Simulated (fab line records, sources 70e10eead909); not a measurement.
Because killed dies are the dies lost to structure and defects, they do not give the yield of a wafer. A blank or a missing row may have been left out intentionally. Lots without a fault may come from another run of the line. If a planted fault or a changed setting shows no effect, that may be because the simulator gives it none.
Which tool did it? :: flow nand_harc :: Sampling: 12 lots, 36 wafers, 3 of 1302 route steps

## WHAT THE GAUGES SHOWED, per wafer
NHARC_P_BONDPAD_INSPECT_23.
lot: L075
measured: day 7 04:55
on: defect_inspect-01
raw_defect_count: 445 411 187

lot: L077
measured: day 8 02:44
on: defect_inspect-02
raw_defect_count: 404 527 282

lot: L079
measured: day 8 16:55
on: defect_inspect-02
raw_defect_count: 171 254 205

lot: L081
measured: day 9 11:29
on: defect_inspect-02
raw_defect_count: 336 399 351

lot: L083
measured: day 10 11:02
on: defect_inspect-02
raw_defect_count: 200 411 347

lot: L085
measured: day 11 07:44
on: defect_inspect-02
raw_defect_count: 258 228 206

lot: L087
measured: day 12 03:37
on: defect_inspect-01
raw_defect_count: 369 449 253

lot: L089
measured: day 13 03:14
on: defect_inspect-01
raw_defect_count: 407 234 251

lot: L091
measured: day 13 19:01
on: defect_inspect-02
raw_defect_count: 167 230 266

lot: L093
measured: day 14 21:23
on: defect_inspect-01
raw_defect_count: 340 144 735

lot: L095
measured: day 16 07:06
on: defect_inspect-01
raw_defect_count: 335 227 236

lot: L097
measured: day 16 17:04
on: defect_inspect-02
raw_defect_count: 472 320 323

## EACH LOT AND THE TOOL THAT RAN IT (in order: tool; ch and the chambers of the sampled wafers; start)
lot: L075
NHARC_P_BONDPAD_PRE_CLEAN_26: pvd_sputter-01, day 7 04:55 or earlier
NHARC_P_BONDPAD_PVD_27: pvd_sputter-01, day 7 04:55 or earlier

lot: L077
NHARC_P_BONDPAD_PRE_CLEAN_26: pvd_sputter-02, day 8 02:44 or earlier
NHARC_P_BONDPAD_PVD_27: pvd_sputter-02, day 8 02:44 or earlier

lot: L079
NHARC_P_BONDPAD_PRE_CLEAN_26: pvd_sputter-01, day 8 16:55 or earlier
NHARC_P_BONDPAD_PVD_27: pvd_sputter-01, day 8 16:55 or earlier

lot: L081
NHARC_P_BONDPAD_PRE_CLEAN_26: pvd_sputter-02, day 9 11:29 or earlier
NHARC_P_BONDPAD_PVD_27: pvd_sputter-02, day 9 11:29 or earlier

lot: L083
NHARC_P_BONDPAD_PRE_CLEAN_26: pvd_sputter-02, day 10 11:02 or earlier
NHARC_P_BONDPAD_PVD_27: pvd_sputter-02, day 10 11:02 or earlier

lot: L085
NHARC_P_BONDPAD_PRE_CLEAN_26: pvd_sputter-01, day 11 07:44 or earlier
NHARC_P_BONDPAD_PVD_27: pvd_sputter-01, day 11 07:44 or earlier

lot: L087
NHARC_P_BONDPAD_PRE_CLEAN_26: pvd_sputter-03, day 12 03:37 or earlier
NHARC_P_BONDPAD_PVD_27: pvd_sputter-03, day 12 03:37 or earlier

lot: L089
NHARC_P_BONDPAD_PRE_CLEAN_26: pvd_sputter-01, day 13 03:14 or earlier
NHARC_P_BONDPAD_PVD_27: pvd_sputter-01, day 13 03:14 or earlier

lot: L091
NHARC_P_BONDPAD_PRE_CLEAN_26: pvd_sputter-02, day 13 19:01 or earlier
NHARC_P_BONDPAD_PVD_27: pvd_sputter-02, day 13 19:01 or earlier

lot: L093
NHARC_P_BONDPAD_PRE_CLEAN_26: pvd_sputter-02, day 14 21:23 or earlier
NHARC_P_BONDPAD_PVD_27: pvd_sputter-02, day 14 21:23 or earlier

lot: L095
NHARC_P_BONDPAD_PRE_CLEAN_26: pvd_sputter-03, day 16 07:06 or earlier
NHARC_P_BONDPAD_PVD_27: pvd_sputter-03, day 16 07:06 or earlier

lot: L097
NHARC_P_BONDPAD_PRE_CLEAN_26: pvd_sputter-03, day 16 17:04 or earlier
NHARC_P_BONDPAD_PVD_27: pvd_sputter-03, day 16 17:04 or earlier
- NHARC_P_BONDPAD_PRE_CLEAN_26: time 30 s.
- NHARC_P_BONDPAD_PVD_27: deposits Cu, target thk 30 nm, time 20.49 s.

## THE ANSWER, worked out from the rows above alone
Rule: the usual values come from the lots themselves. The widest of any qualifying gaps counts: lots, ordered by their means at a reading, are off when they make up no more than a third of the lots, leave a main group of 4 or more, and stand apart from it by 3 or more times the standard deviation of that group's means. A main group is skipped when, at the precision printed for the reading in the tables above, its means are all equal. Also off: a lot with no number at a reading for which 4 or more lots have one. All remaining lots with rows at the step are treated as sound.
No lot is off at any reading shown: from this, nothing can be told.

## WHAT WAS PUT IN BY THE SIMULATOR
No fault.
